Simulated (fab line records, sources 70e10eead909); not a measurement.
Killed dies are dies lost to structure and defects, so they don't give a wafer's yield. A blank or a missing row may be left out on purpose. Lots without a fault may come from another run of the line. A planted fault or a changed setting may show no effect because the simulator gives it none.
Chamber matching | flow nand_harc | NHARC_A_STAIRCASE_CMP_450 on cmp-02: 4 sister chambers
The step polishes SiO2, target thk 200 nm. 8 wafers are shown with their chamber, then 8 later ones without.

WAFERS WITH THEIR CHAMBER
wafer  | chamber | motor_current_A (A)
L074.5 | 2       | 12.0
L079.6 | 3       | 13.2
L085.5 | 1       | 13.2
L085.6 | 2       | 12.0
L092.1 | 1       | 13.5
L092.3 | 0       | 10.4
L092.6 | 0       | 10.3
L094.1 | 3       | 13.9

WAFERS WITHOUT THEIR CHAMBER
wafer  | motor_current_A (A)
L094.2 | 13.9
L094.4 | 12.2
L096.2 | 14.2
L096.4 | 10.9
L096.6 | 12.9
L096.1 | 12.1
L096.3 | 13.0
L096.5 | 11.8

WHICH CHAMBER EACH WENT THROUGH
wafer  | from the rows above          | in truth
L094.2 | can't be placed: 3 or 1      | 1
L094.4 | 2                            | 2
L096.2 | can't be placed: 3 or 1      | 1
L096.4 | 0                            | 0
L096.6 | can't be placed: 1 or 3 or 2 | 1
L096.1 | 2                            | 2
L096.3 | can't be placed: 1 or 3      | 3
L096.5 | 2                            | 2
Placed correctly: 4 of 8. Can't be placed from these rows: 4 (the true chamber is among the candidates in 4). Placed wrongly: 0.
How it was worked out, from the rows above alone: a wafer's distance from a chamber is the root of the sum, over the readings, of the square of ((its reading less the chamber's mean) divided by the reading's scatter). The wafer belongs to the nearest chamber; if the next one is less than 2 further off, it can't be placed. A chamber's mean is the mean of its shown wafers. The scatter: the root of (the sum of the squares of (reading less its chamber's mean) over the shown wafers, divided by (wafers less chambers)).
